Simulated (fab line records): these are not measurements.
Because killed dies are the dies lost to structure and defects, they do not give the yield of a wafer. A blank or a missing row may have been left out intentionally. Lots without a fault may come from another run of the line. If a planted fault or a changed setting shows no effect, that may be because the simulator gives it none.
Chamber matching    flow nand-harc    ald-hk-01 running NHARC_A_CHANNEL_FILL_D1_ALD_25: 4 sister chambers
The step deposits SiOx, target thk 60 nm, pulse time 10 s, ald cycles 600. 8 wafers are shown with their chamber, then 9 later ones without.

WAFERS WITH THEIR CHAMBER
wafer   chamber  heater-power-w (W)  precursor-pulse-height-rel
L080.6  2        461                 0.997
L082.1  2        479                 0.998
L087.1  3        397                 1.000
L087.5  0        480                 0.982
L087.6  1        421                 1.029
L088.1  0        478                 0.975
L088.4  1        431                 1.005
L088.3  3        399                 0.977

WAFERS MISSING THEIR CHAMBER
wafer   heater-power-w (W)  precursor-pulse-height-rel
L090.2  483                 0.977
L090.3  397                 1.029
L090.6  427                 0.997
L093.4  399                 1.005
L093.2  416                 1.002
L093.6  407                 0.959
L096.2  418                 0.988
L096.3  399                 1.010
L096.5  465                 1.008

THE CHAMBER EACH PASSED THROUGH
wafer    from the rows above       in truth
L090.2   can't be placed: 0 or 2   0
L090.3   can't be placed: 3 or 1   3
L090.6   1                         1
L093.4   3                         3
L093.2   can't be placed: 1 or 3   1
L093.6   3                         3
L096.2   can't be placed: 1 or 3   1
L096.3   can't be placed: 3 or 1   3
L096.5   2                         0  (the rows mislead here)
Placed correctly: 3 of 9. Can't be placed from these rows: 5 (the true chamber is among the candidates in 5). Number placed wrongly: 1.
How it was worked out, from the rows above alone: a wafer's distance from a chamber is the root of the sum, over the readings, of the square of ((its reading less the chamber's mean) divided by the reading's scatter). The wafer belongs to the nearest chamber; if the next one is less than 2 further off, it can't be placed. The mean given for a chamber averages the wafers shown for that chamber. The scatter: take each reading less its chamber's mean, square it, sum over the shown wafers, divide by the number of wafers less the number of chambers, and take the root.
